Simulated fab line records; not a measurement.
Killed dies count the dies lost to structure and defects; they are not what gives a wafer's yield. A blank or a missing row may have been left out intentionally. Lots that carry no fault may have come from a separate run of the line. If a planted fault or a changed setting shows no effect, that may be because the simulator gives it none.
Chamber matching :: flow nand_harc :: 3 sister chambers for NHARC_A_CHANNEL_HOLE_D1_DEP_01 on pecvd-03
The step deposits SiON, target thk 140 nm. 6 wafers are shown with their chamber, then 10 later ones without.

WAFERS PAIRED WITH THEIR CHAMBERS
wafer: L084.5
chamber: 1
rf_fwd_power_W (W): 348.4
susceptor_temp_C (C): 399.42

wafer: L086.1
chamber: 2
rf_fwd_power_W (W): 347.1
susceptor_temp_C (C): 399.68

wafer: L086.2
chamber: 0
rf_fwd_power_W (W): 349.9
susceptor_temp_C (C): 400.42

wafer: L086.6
chamber: 0
rf_fwd_power_W (W): 347.8
susceptor_temp_C (C): 400.48

wafer: L087.1
chamber: 1
rf_fwd_power_W (W): 349.1
susceptor_temp_C (C): 399.93

wafer: L087.2
chamber: 2
rf_fwd_power_W (W): 346.9
susceptor_temp_C (C): 399.98

WAFERS WHOSE CHAMBER IS MISSING
wafer: L087.3
rf_fwd_power_W (W): 348.1
susceptor_temp_C (C): 400.02

wafer: L089.2
rf_fwd_power_W (W): 348.1
susceptor_temp_C (C): 400.13

wafer: L089.4
rf_fwd_power_W (W): 347.7
susceptor_temp_C (C): 400.10

wafer: L089.5
rf_fwd_power_W (W): 347.9
susceptor_temp_C (C): 399.99

wafer: L094.2
rf_fwd_power_W (W): 347.9
susceptor_temp_C (C): 399.80

wafer: L094.4
rf_fwd_power_W (W): 348.8
susceptor_temp_C (C): 400.17

wafer: L094.6
rf_fwd_power_W (W): 348.7
susceptor_temp_C (C): 400.24

wafer: L095.3
rf_fwd_power_W (W): 349.0
susceptor_temp_C (C): 400.05

wafer: L095.4
rf_fwd_power_W (W): 348.3
susceptor_temp_C (C): 400.19

wafer: L095.5
rf_fwd_power_W (W): 347.8
susceptor_temp_C (C): 400.04

WHICH CHAMBER EACH WENT THROUGH
wafer: L087.3
from the rows above: can't be placed: 2 or 1 or 0
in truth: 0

wafer: L089.2
from the rows above: can't be placed: 0 or 2 or 1
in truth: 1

wafer: L089.4
from the rows above: can't be placed: 2 or 0 or 1
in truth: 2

wafer: L089.5
from the rows above: can't be placed: 2 or 1 or 0
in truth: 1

wafer: L094.2
from the rows above: can't be placed: 2 or 1 or 0
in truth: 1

wafer: L094.4
from the rows above: can't be placed: 0 or 1 or 2
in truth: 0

wafer: L094.6
from the rows above: can't be placed: 0 or 1 or 2
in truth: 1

wafer: L095.3
from the rows above: can't be placed: 1 or 0 or 2
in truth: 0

wafer: L095.4
from the rows above: can't be placed: 0 or 2 or 1
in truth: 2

wafer: L095.5
from the rows above: can't be placed: 2 or 1 or 0
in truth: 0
0 of 10 placed correctly. Cannot be placed on the basis of these rows: 10; the candidates contain the true chamber in 10. Wrongly placed: 0.
How it was worked out, from the rows above alone: a wafer's distance from a chamber is the root of the sum, over the readings, of the square of ((its reading less the chamber's mean) divided by the reading's scatter). If the next closest chamber is less than 2 further off than the closest, the wafer can't be placed; otherwise it belongs to the closest. Each chamber's mean is taken over the wafers shown for it. The scatter: take each reading less its chamber's mean, square it, sum over the shown wafers, divide by the number of wafers less the number of chambers, and take the root.
